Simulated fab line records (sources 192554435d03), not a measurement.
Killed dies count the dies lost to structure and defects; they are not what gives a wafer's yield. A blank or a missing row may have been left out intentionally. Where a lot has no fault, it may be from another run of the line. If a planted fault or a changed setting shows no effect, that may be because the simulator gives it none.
The same fault as seen by 2 desks + flow n5Finfet + what lay behind the numbers comes last; until then each desk has only its own

## THE TOOL OWNER'S DESK: rieDiel-05
The tool's own readings at N5_BEOL_M10_TRENCH_ETCH_37 (etches SiCOH lowk in C4F6/O2, target depth 148.83 nm, time 48 s): means of the sampled wafers that have a number, for each lot that ran on this tool. If a lot's mean is further than 4 standard deviations from the usual mean, the lot is out of limits and carries the mark OUT (the distance appears in the brackets).
Columns: A = C4F6_flow_sccm at N5_BEOL_M10_TRENCH_ETCH_37, usual 9.998 sccm; B = drypumpMotorCurrentA at N5_BEOL_M10_TRENCH_ETCH_37, usual 5.6 A; C = oesProductAu at N5_BEOL_M10_TRENCH_ETCH_37, usual 0.80 a.u.; D = rfVppV at N5_BEOL_M10_TRENCH_ETCH_37, usual 663 V; E = showerheadPlenumPTorr at N5_BEOL_M10_TRENCH_ETCH_37, usual 2.83 Torr; F = throttleValvePct at N5_BEOL_M10_TRENCH_ETCH_37, usual 21.00 %
| lot  | first seen here | A      | B   | C    | D   | E    | F     |
|------|-----------------|--------|-----|------|-----|------|-------|
| L849 | day 11 14:29    | 9.967  | 5.0 | 0.78 | 667 | 2.89 | 21.11 |
| L850 | day 12 05:47    | 9.973  | 5.2 | 0.79 | 665 | 2.82 | 21.13 |
| L858 | day 14 15:02    | 9.973  | 5.5 | 0.95 | 666 | 2.89 | 21.21 |
| L861 | day 15 11:08    | 10.033 | 5.3 | 0.91 | 666 | 2.80 | 21.22 |
This desk found nothing out of limits on any of the 4 lots.

## THE METROLOGY DESK
What the gauges read for every lot (on any tool): the sampled wafers with a number, averaged. If a lot's mean is further than 4 standard deviations from the usual mean, the lot is out of limits and carries the mark OUT (the distance appears in the brackets). Shown are 7 of the 27 readings it has, namely the first that went out of limits plus those furthest out on some lot.
Columns: A = trenchDepthNm at N5_BEOL_M10_OCD_MEAS_38, usual 147.8 nm; B = M10_THK at N5_BEOL_M10_THK_MEAS_53, usual 138.7 nm; C = M10_RS at N5_BEOL_M10_RS_MEAS_57, usual 0.1521 ohm/sq; D = COMB_M11 at N5_BEOL_M15_RC_MEAS_101, usual 1.6e-11 S/m; E = SERP_M10 at N5_BEOL_M15_RC_MEAS_101, usual 3.11 ohm/um; F = SERP_M10_max_site at N5_BEOL_M15_RC_MEAS_101, usual 3.20 ohm/um; G = SERP_M6 at N5_BEOL_M15_RC_MEAS_101, usual 13.8 ohm/um
| lot  | first seen here | A               | B               | C                 | D       | E               | F               | G    |
|------|-----------------|-----------------|-----------------|-------------------|---------|-----------------|-----------------|------|
| L845 | day 10 14:00    | 148.4           | 139.4           | 0.1499            | 1.8e-11 | 2.99            | 3.13            | 14.3 |
| L849 | day 11 14:41    | 146.9           | 135.1           | 0.1556            | 1.2e-11 | 3.17            | 3.31            | 14.5 |
| L850 | day 12 05:58    | 148.2           | 138.7           | 0.1511            | 1.9e-11 | 3.04            | 3.17            | 14.5 |
| L858 | day 14 15:13    | 212.6 (+32) OUT | 202.7 (+27) OUT | 0.1007 (-19) OUT  | 1.9e-11 | 2.06 (-16) OUT  | 2.12 (-15) OUT  | 14.2 |
| L861 | day 15 11:19    | 180.6 (+16) OUT | 171.5 (+14) OUT | 0.1262 (-9.6) OUT | 1.5e-11 | 2.51 (-9.4) OUT | 2.62 (-8.1) OUT | 13.3 |
| L865 | day 16 00:24    | 150.0           | 142.9           | 0.1471            | 2.2e-11 | 3.04            | 3.10            | 13.4 |
| L868 | day 16 22:26    | 150.7           | 142.6           | 0.1493            | 1.7e-11 | 3.05            | 3.16            | 13.5 |
This desk finds L858, L861 out of limits, L858 being first, at day 14 15:13 (trenchDepthNm at N5_BEOL_M10_OCD_MEAS_38). Within limits: L845, L849, L850, L865, L868.

## PUT TOGETHER
Metrology desk: alarm possible at day 14 15:13 on L858, L861.
Nothing out of limits was seen by the tool owner's desk.
The tool owner's desk has L858, L861 on record, within its limits.
Of the lots named, all ran N5_BEOL_M10_TRENCH_ETCH_37 on rieDiel-05.

## WHAT THE SIMULATOR HAD INSERTED
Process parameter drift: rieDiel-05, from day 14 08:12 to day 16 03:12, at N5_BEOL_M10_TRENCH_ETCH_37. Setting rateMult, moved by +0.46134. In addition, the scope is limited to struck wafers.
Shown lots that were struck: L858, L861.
Time in hours between the start of the fault and the first out-of-limits reading at each desk: metrology desk, 7.
